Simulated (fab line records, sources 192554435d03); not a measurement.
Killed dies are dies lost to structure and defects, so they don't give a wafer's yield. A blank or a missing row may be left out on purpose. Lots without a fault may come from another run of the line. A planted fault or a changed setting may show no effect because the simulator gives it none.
fab line records | flow n5_finfet
record lots=24 wafers=72 last_day=18
route steps=1938 shown BEOL_M3@989
lots that met no fault: from a run of the same line without faults
start_h: hours from the record's first day to the start of the lot's first wafer shown | wait_h: hours since the lot's step before | " the same as in the row above | L1.1+2: a row that stands for several wafers | - no value, or no start given | * or withheld: withheld | < > ~ a bound
route shown NAME@n: a module of which the file shows steps, and the number in the route of the first | usual: mean/standard deviation of fault-free wafers | same: alike in all rows | chamber/n: place in a boat | sites: the reading at each site | _std_site: their standard deviation | _edge_site: outer sites' mean less inner sites' | radius_mm: how far each site lies from the wafer's centre | mask NAME#n: copy n | behind: the tool/chamber that last shaped the wafer | hold: why the lot was held/for how many hours/how that ended | device: the transistor (n, p or np) that didn't switch | end of line: the same wafers' tests at the end of the route | a step without rows: its recipe alone | killed: dies lost to structure and defects at the first sort, not the wafer's yield | map: a wafer's dies, x killed, . not, _ none there
set.NAME: the setting as run; set.NAME@STEP: as run at that earlier step | model.NAME: the simulator's own value behind a step, which no gauge read
steps of the route over a sample of lots; a table a step, a row a wafer
services: from which hour (start_h, from the record's first day; less than 0 if before it) a tool's chamber was out of use, for how many hours, and why
## steps
# step N5_BEOL_M3_DEGAS_44
# recipe ambient=vacuum temp_c=250 time_s=60
# usual heater_power_w=346/42
# columns lot.wafer tool chamber start_h wait_h heater_power_w
L074.2 pvd_sputter-01 - 155.78 0.1 270
L074.3 " - " " 336
L074.5 " - " " 257
L075.3 pvd_sputter-01 - 158.22 0.1 271
L075.5 " - " " 321
L075.6 " - " " 268
L076.1 pvd_sputter-01 - 160.04 0.4 270
L076.2 " - " " 325
L076.5 " - " " 329
L077.3 pvd_sputter-03 - 166.89 0.9 392
L077.4 " - " " 416
L077.6 " - " " 421
L078.1 pvd_sputter-03 - 169.65 0.2 419
L078.3 " - " " 350
L078.5 " - " " 350
L079.4 pvd_sputter-01 - 180.18 0.6 358
L079.5 " - " " 325
L079.6 " - " " 338
L081.1 pvd_sputter-02 - 190.29 0.2 322
L081.2 " - " " 409
L081.6 " - " " 404
L080.2 pvd_sputter-02 - 195.51 0.5 347
L080.3 " - " " 323
L080.4 " - " " 407
L083.4 pvd_sputter-01 - 199.38 0.6 350
L083.5 " - " " 263
L083.6 " - " " 322
L082.1 pvd_sputter-03 - 199.39 0.6 403
L082.4 " - " " 342
L082.6 " - " " 391
L084.4 pvd_sputter-02 - 209.75 0.7 421
L084.5 " - " " 346
L084.6 " - " " 410
L085.1 pvd_sputter-03 - 216.51 0.3 303
L085.4 " - " " 399
L085.5 " - " " 347
L086.2 pvd_sputter-01 - 221.32 0.6 366
L086.3 " - " " 347
L086.6 " - " " 267
L087.2 pvd_sputter-01 - 225.73 0.5 375
L087.4 " - " " 323
L087.5 " - " " 374
L088.1 pvd_sputter-02 - 238.05 0.5 363
L088.2 " - " " 329
L088.4 " - " " 412
L089.2 pvd_sputter-02 - 241.15 0.7 407
L089.4 " - " " 362
L089.5 " - " " 361
L090.1 pvd_sputter-03 - 241.59 0.3 318
L090.4 " - " " 393
L090.5 " - " " 314
L091.2 pvd_sputter-01 - 258.44 0.6 329
L091.3 " - " " 323
L091.5 " - " " 263
L093.1 pvd_sputter-03 - 261.39 0.6 388
L093.2 " - " " 320
L093.3 " - " " 412
L092.2 pvd_sputter-02 - 269.33 0.2 420
L092.4 " - " " 316
L092.6 " - " " 412
L094.2 pvd_sputter-02 - 269.41 0.3 358
L094.4 " - " " 346
L094.5 " - " " 327
L095.2 pvd_sputter-02 - 269.89 0.6 318
L095.3 " - " " 351
L095.4 " - " " 417
L096.2 pvd_sputter-03 - 276.56 0.4 403
L096.3 " - " " 413
L096.6 " - " " 348
L097.2 pvd_sputter-01 - 298.77 0.3 319
L097.4 " - " " 372
L097.6 " - " " 362
# step N5_BEOL_M3_SURFACE_TREAT_85
# recipe gas=Ar time_s=* ion_energy_ev=* ion_current_ma_cm2=0.5 pressure_mtorr=* ar_flow_sccm=30
# usual throttle_valve_pct=*
# columns lot.wafer tool chamber start_h wait_h throttle_valve_pct
L074.2 pvd_sputter-03 - 156.59 0.6 *
L074.3 " - " " *
L074.5 " - " " *
L075.3 pvd_sputter-03 - 158.81 0.2 *
L075.5 " - " " *
L075.6 " - " " *
L076.1 pvd_sputter-01 - 160.52 0.2 *
L076.2 " - " " *
L076.5 " - " " *
L077.3 pvd_sputter-03 - 167.37 0.3 *
L077.4 " - " " *
L077.6 " - " " *
L078.1 pvd_sputter-03 - 170.29 0.4 *
L078.3 " - " " *
L078.5 " - " " *
L079.4 pvd_sputter-03 - 180.55 0.1 *
L079.5 " - " " *
L079.6 " - " " *
L081.1 pvd_sputter-03 - 190.71 0.2 *
L081.2 " - " " *
L081.6 " - " " *
L080.2 pvd_sputter-01 - 196.02 0.2 *
L080.3 " - " " *
L080.4 " - " " *
L083.4 pvd_sputter-03 - 199.79 0.2 *
L083.5 " - " " *
L083.6 " - " " *
L082.1 pvd_sputter-01 - 199.80 0.2 *
L082.4 " - " " *
L082.6 " - " " *
L084.4 pvd_sputter-03 - 210.13 0.2 *
L084.5 " - " " *
L084.6 " - " " *
L085.1 pvd_sputter-02 - 217.02 0.3 *
L085.4 " - " " *
L085.5 " - " " *
L086.2 pvd_sputter-01 - 221.72 0.2 *
L086.3 " - " " *
L086.6 " - " " *
L087.2 pvd_sputter-02 - 226.08 0.1 *
L087.4 " - " " *
L087.5 " - " " *
L088.1 pvd_sputter-01 - 238.45 0.1 *
L088.2 " - " " *
L088.4 " - " " *
L089.2 pvd_sputter-02 - 241.55 0.2 *
L089.4 " - " " *
L089.5 " - " " *
L090.1 pvd_sputter-02 - 242.13 0.2 *
L090.4 " - " " *
L090.5 " - " " *
L091.2 pvd_sputter-01 - 259.08 0.2 *
L091.3 " - " " *
L091.5 " - " " *
L093.1 pvd_sputter-02 - 261.88 0.3 *
L093.2 " - " " *
L093.3 " - " " *
L092.2 pvd_sputter-01 - 269.87 0.3 *
L092.4 " - " " *
L092.6 " - " " *
L094.2 pvd_sputter-01 - 269.91 0.3 *
L094.4 " - " " *
L094.5 " - " " *
L095.2 pvd_sputter-01 - 270.49 0.4 *
L095.3 " - " " *
L095.4 " - " " *
L096.2 pvd_sputter-02 - 277.05 0.2 *
L096.3 " - " " *
L096.6 " - " " *
L097.2 pvd_sputter-03 - 299.16 0.2 *
L097.4 " - " " *
L097.6 " - " " *
# step N5_BEOL_M3_ANNEAL_49
# recipe temp_c=400 time_s=240 ambient=vacuum
# usual heater_power_w=877/110
# columns lot.wafer tool chamber start_h wait_h heater_power_w
L074.2 pvd_sputter-03 - 157.05 0.0 872
L074.3 " - " " 774
L074.5 " - " " 761
L075.3 pvd_sputter-03 - 159.17 0.0 757
L075.5 " - " " 999
L075.6 " - " " 791
L076.1 pvd_sputter-01 - 160.88 0.0 791
L076.2 " - " " 680
L076.5 " - " " 844
L077.3 pvd_sputter-03 - 167.73 0.0 993
L077.4 " - " " 782
L077.6 " - " " 882
L078.1 pvd_sputter-03 - 170.77 0.0 787
L078.3 " - " " 867
L078.5 " - " " 972
L079.4 pvd_sputter-01 - 180.90 0.0 925
L079.5 " - " " 800
L079.6 " - " " 853
L081.1 pvd_sputter-03 - 191.03 0.0 888
L081.2 " - " " 1036
L081.6 " - " " 1044
L080.2 pvd_sputter-01 - 196.38 0.0 830
L080.3 " - " " 809
L080.4 " - " " 666
L083.4 pvd_sputter-02 - 200.17 0.0 846
L083.5 " - " " 872
L083.6 " - " " 1029
L082.1 pvd_sputter-03 - 200.23 0.0 1019
L082.4 " - " " 770
L082.6 " - " " 857
L084.4 pvd_sputter-01 - 210.47 0.0 911
L084.5 " - " " 657
L084.6 " - " " 815
L085.1 pvd_sputter-03 - 217.49 0.0 874
L085.4 " - " " 775
L085.5 " - " " 1031
L086.2 pvd_sputter-02 - 222.78 0.0 977
L086.3 " - " " 802
L086.6 " - " " 1003
L087.2 pvd_sputter-03 - 226.52 0.0 1030
L087.4 " - " " 991
L087.5 " - " " 1000
L088.1 pvd_sputter-01 - 238.93 0.0 839
L088.2 " - " " 668
L088.4 " - " " 901
L089.2 pvd_sputter-03 - 241.95 0.0 983
L089.4 " - " " 888
L089.5 " - " " 1015
L090.1 pvd_sputter-02 - 242.79 0.0 1011
L090.4 " - " " 911
L090.5 " - " " 802
L091.2 pvd_sputter-03 - 259.63 0.0 968
L091.3 " - " " 1039
L091.5 " - " " 886
L093.1 pvd_sputter-03 - 262.27 0.0 999
L093.2 " - " " 768
L093.3 " - " " 1034
L092.2 pvd_sputter-02 - 270.39 0.0 921
L092.4 " - " " 842
L092.6 " - " " 912
L094.2 pvd_sputter-01 - 270.61 0.0 667
L094.4 " - " " 871
L094.5 " - " " 915
L095.2 pvd_sputter-03 - 270.97 0.0 990
L095.3 " - " " 777
L095.4 " - " " 870
L096.2 pvd_sputter-01 - 277.45 0.0 849
L096.3 " - " " 818
L096.6 " - " " 912
L097.2 pvd_sputter-02 - 299.68 0.0 992
L097.4 " - " " 898
L097.6 " - " " 779
# step N5_BEOL_M3_SPUTTER_88
# recipe material=Cu target_thk_a=45 temp_c=-20 chamber_pressure_pa=0.07 power_w=withheld time_s=8.29
# usual throttle_valve_pct=30.4/1.4
# columns lot.wafer tool chamber start_h wait_h throttle_valve_pct
L074.2 pvd_sputter-03 - 157.85 0.1 33.4
L074.3 " - " " 31.9
L074.5 " - " " 31.8
L075.3 pvd_sputter-03 - 159.97 0.1 31.7
L075.5 " - " " 29.8
L075.6 " - " " 31.8
L076.1 pvd_sputter-01 - 161.68 0.1 29.0
L076.2 " - " " 29.1
L076.5 " - " " 28.9
L077.3 pvd_sputter-03 - 168.53 0.1 29.9
L077.4 " - " " 31.7
L077.6 " - " " 32.8
L078.1 pvd_sputter-03 - 171.57 0.1 31.9
L078.3 " - " " 32.9
L078.5 " - " " 29.8
L079.4 pvd_sputter-01 - 181.70 0.1 30.8
L079.5 " - " " 29.1
L079.6 " - " " 28.6
L081.1 pvd_sputter-03 - 191.83 0.1 33.2
L081.2 " - " " 29.2
L081.6 " - " " 29.3
L080.2 pvd_sputter-01 - 197.18 0.1 29.0
L080.3 " - " " 28.8
L080.4 " - " " 29.2
L083.4 pvd_sputter-02 - 200.97 0.1 28.3
L083.5 " - " " 28.7
L083.6 " - " " 30.3
L082.1 pvd_sputter-03 - 201.03 0.1 29.3
L082.4 " - " " 32.0
L082.6 " - " " 32.9
L084.4 pvd_sputter-01 - 211.27 0.1 31.1
L084.5 " - " " 29.4
L084.6 " - " " 29.2
L085.1 pvd_sputter-03 - 218.29 0.1 33.0
L085.4 " - " " 31.8
L085.5 " - " " 29.5
L086.2 pvd_sputter-02 - 223.58 0.1 30.6
L086.3 " - " " 30.3
L086.6 " - " " 30.8
L087.2 pvd_sputter-03 - 227.32 0.1 29.2
L087.4 " - " " 29.8
L087.5 " - " " 29.8
L088.1 pvd_sputter-01 - 239.73 0.1 28.9
L088.2 " - " " 28.8
L088.4 " - " " 31.2
L090.1 pvd_sputter-02 - 243.59 0.1 30.5
L090.4 " - " " 31.5
L090.5 " - " " 30.4
L089.2 pvd_sputter-03 - 244.73 2.1 29.8
L089.4 " - " " 33.0
L089.5 " - " " 29.5
L091.2 pvd_sputter-03 - 260.43 0.1 29.8
L091.3 " - " " 29.7
L091.5 " - " " 33.0
L093.1 pvd_sputter-03 - 263.07 0.1 29.8
L093.2 " - " " 32.2
L093.3 " - " " 29.2
L092.2 pvd_sputter-02 - 271.19 0.1 31.3
L092.4 " - " " 28.5
L092.6 " - " " 31.7
L094.2 pvd_sputter-01 - 271.41 0.1 29.2
L094.4 " - " " 28.7
L094.5 " - " " 31.1
L095.2 pvd_sputter-03 - 271.77 0.1 29.7
L095.3 " - " " 31.9
L095.4 " - " " 33.1
L096.2 pvd_sputter-01 - 278.25 0.1 28.9
L096.3 " - " " 29.2
L096.6 " - " " 30.7
L097.2 pvd_sputter-02 - 300.48 0.1 30.5
L097.4 " - " " 31.4
L097.6 " - " " 30.5
# step N5_BEOL_M3_SPUTTER_96
# recipe material=Cu target_thk_a=45 temp_c=-20 chamber_pressure_pa=0.07 power_w=withheld time_s=8.29
# usual throttle_valve_pct=30.4/1.4
# columns lot.wafer tool chamber start_h wait_h throttle_valve_pct
L074.2 pvd_sputter-03 - 158.73 0.1 33.1
L074.3 " - " " 32.0
L074.5 " - " " 31.6
L075.3 pvd_sputter-03 - 160.85 0.1 31.7
L075.5 " - " " 30.1
L075.6 " - " " 31.8
L076.1 pvd_sputter-01 - 162.56 0.1 29.0
L076.2 " - " " 29.2
L076.5 " - " " 28.6
L077.3 pvd_sputter-03 - 169.41 0.1 29.7
L077.4 " - " " 31.8
L077.6 " - " " 33.2
L078.1 pvd_sputter-03 - 172.45 0.1 31.7
L078.3 " - " " 33.3
L078.5 " - " " 29.8
L079.4 pvd_sputter-01 - 182.58 0.1 30.8
L079.5 " - " " 28.8
L079.6 " - " " 29.0
L081.1 pvd_sputter-03 - 192.71 0.1 33.0
L081.2 " - " " 29.1
L081.6 " - " " 29.7
L080.2 pvd_sputter-01 - 198.06 0.1 28.8
L080.3 " - " " 29.1
L080.4 " - " " 29.5
L083.4 pvd_sputter-02 - 201.85 0.1 28.8
L083.5 " - " " 28.4
L083.6 " - " " 30.5
L082.1 pvd_sputter-03 - 201.91 0.1 29.5
L082.4 " - " " 31.6
L082.6 " - " " 32.9
L084.4 pvd_sputter-01 - 212.15 0.1 30.9
L084.5 " - " " 29.4
L084.6 " - " " 29.1
L085.1 pvd_sputter-03 - 219.17 0.1 33.1
L085.4 " - " " 32.0
L085.5 " - " " 29.6
L086.2 pvd_sputter-02 - 224.46 0.1 30.5
L086.3 " - " " 30.4
L086.6 " - " " 30.7
L087.2 pvd_sputter-03 - 228.20 0.1 29.4
L087.4 " - " " 29.7
L087.5 " - " " 29.7
L088.1 pvd_sputter-01 - 240.61 0.1 29.0
L088.2 " - " " 29.1
L088.4 " - " " 31.0
L090.1 pvd_sputter-02 - 244.47 0.1 30.7
L090.4 " - " " 31.7
L090.5 " - " " 30.4
L089.2 pvd_sputter-03 - 245.61 0.1 29.9
L089.4 " - " " 33.3
L089.5 " - " " 29.4
L091.2 pvd_sputter-03 - 261.31 0.1 29.6
L091.3 " - " " 29.5
L091.5 " - " " 33.1
L093.1 pvd_sputter-03 - 263.95 0.1 29.8
L093.2 " - " " 31.7
L093.3 " - " " 29.2
L092.2 pvd_sputter-02 - 272.07 0.1 31.6
L092.4 " - " " 28.5
L092.6 " - " " 31.4
L094.2 pvd_sputter-01 - 272.29 0.1 29.1
L094.4 " - " " 29.1
L094.5 " - " " 30.9
L095.2 pvd_sputter-03 - 272.65 0.1 29.6
L095.3 " - " " 31.8
L095.4 " - " " 33.1
L096.2 pvd_sputter-01 - 279.13 0.1 28.9
L096.3 " - " " 29.0
L096.6 " - " " 31.0
L097.2 pvd_sputter-02 - 301.36 0.1 30.7
L097.4 " - " " 31.5
L097.6 " - " " 30.5
# step N5_BEOL_M3_ANNEAL_51
# recipe temp_c=225 time_s=90 ambient=N2
# usual wafer_temp_C_max=225.98/0.26
# columns lot.wafer tool chamber start_h wait_h wafer_temp_C_max
L074.2 rtp_anneal-01 0 159.22 0.3 225.75
L074.3 " 0 " " 226.32
L074.5 " 0 " " 225.96
L075.3 rtp_anneal-01 0 161.23 0.2 225.63
L075.5 " 0 " " 225.85
L075.6 " 0 " " 225.89
L076.1 rtp_anneal-01 0 162.76 0.1 225.79
L076.2 " 0 " " 226.09
L076.5 " 0 " " 225.92
L077.3 rtp_anneal-01 0 169.70 0.1 226.00
L077.4 " 0 " " 225.97
L077.6 " 0 " " 225.91
L078.1 rtp_anneal-01 0 172.65 0.1 225.67
L078.3 " 0 " " 225.86
L078.5 " 0 " " 225.94
L079.4 rtp_anneal-02 0 182.91 0.2 226.69
L079.5 " 0 " " 225.74
L079.6 " 0 " " 226.78
L081.1 rtp_anneal-02 0 192.90 0.1 226.14
L081.2 " 0 " " 225.79
L081.6 " 0 " " 226.20
L080.2 rtp_anneal-01 0 198.30 0.1 226.39
L080.3 " 0 " " 225.84
L080.4 " 0 " " 226.04
L082.1 rtp_anneal-01 0 202.11 0.1 225.78
L082.4 " 0 " " 226.17
L082.6 " 0 " " 225.53
L083.4 rtp_anneal-02 0 202.19 0.2 226.37
L083.5 " 0 " " 226.09
L083.6 " 0 " " 226.55
L084.4 rtp_anneal-01 0 212.99 0.7 226.22
L084.5 " 0 " " 226.28
L084.6 " 0 " " 226.00
L085.1 rtp_anneal-02 0 219.36 0.1 226.09
L085.4 " 0 " " 226.10
L085.5 " 0 " " 226.04
L086.2 rtp_anneal-01 0 224.70 0.1 225.58
L086.3 " 0 " " 225.92
L086.6 " 0 " " 225.90
L087.2 rtp_anneal-01 0 228.44 0.1 225.70
L087.4 " 0 " " 226.37
L087.5 " 0 " " 226.29
L088.1 rtp_anneal-02 0 240.80 0.1 226.37
L088.2 " 0 " " 226.15
L088.4 " 0 " " 226.14
L090.1 rtp_anneal-01 0 244.66 0.1 225.52
L090.4 " 0 " " 225.96
L090.5 " 0 " " 225.64
L089.2 rtp_anneal-01 0 246.07 0.3 225.90
L089.4 " 0 " " 226.13
L089.5 " 0 " " 225.67
L091.2 rtp_anneal-01 0 262.02 0.6 226.07
L091.3 " 0 " " 225.91
L091.5 " 0 " " 225.97
L093.1 rtp_anneal-01 0 264.15 0.1 226.10
L093.2 " 0 " " 225.72
L093.3 " 0 " " 225.87
L092.2 rtp_anneal-01 0 272.33 0.1 225.90
L092.4 " 0 " " 226.10
L092.6 " 0 " " 226.09
L094.2 rtp_anneal-01 0 272.60 0.2 225.97
L094.4 " 0 " " 226.06
L094.5 " 0 " " 225.85
L095.2 rtp_anneal-01 0 272.91 0.1 225.37
L095.3 " 0 " " 226.18
L095.4 " 0 " " 225.86
L096.2 rtp_anneal-01 0 279.37 0.1 226.43
L096.3 " 0 " " 225.87
L096.6 " 0 " " 225.79
L097.2 rtp_anneal-02 0 301.60 0.1 225.91
L097.4 " 0 " " 226.63
L097.6 " 0 " " 225.68
## services
# columns tool chamber start_h hours kind
pvd_sputter-01 - 131.81 1.2 repair
## key
fault none
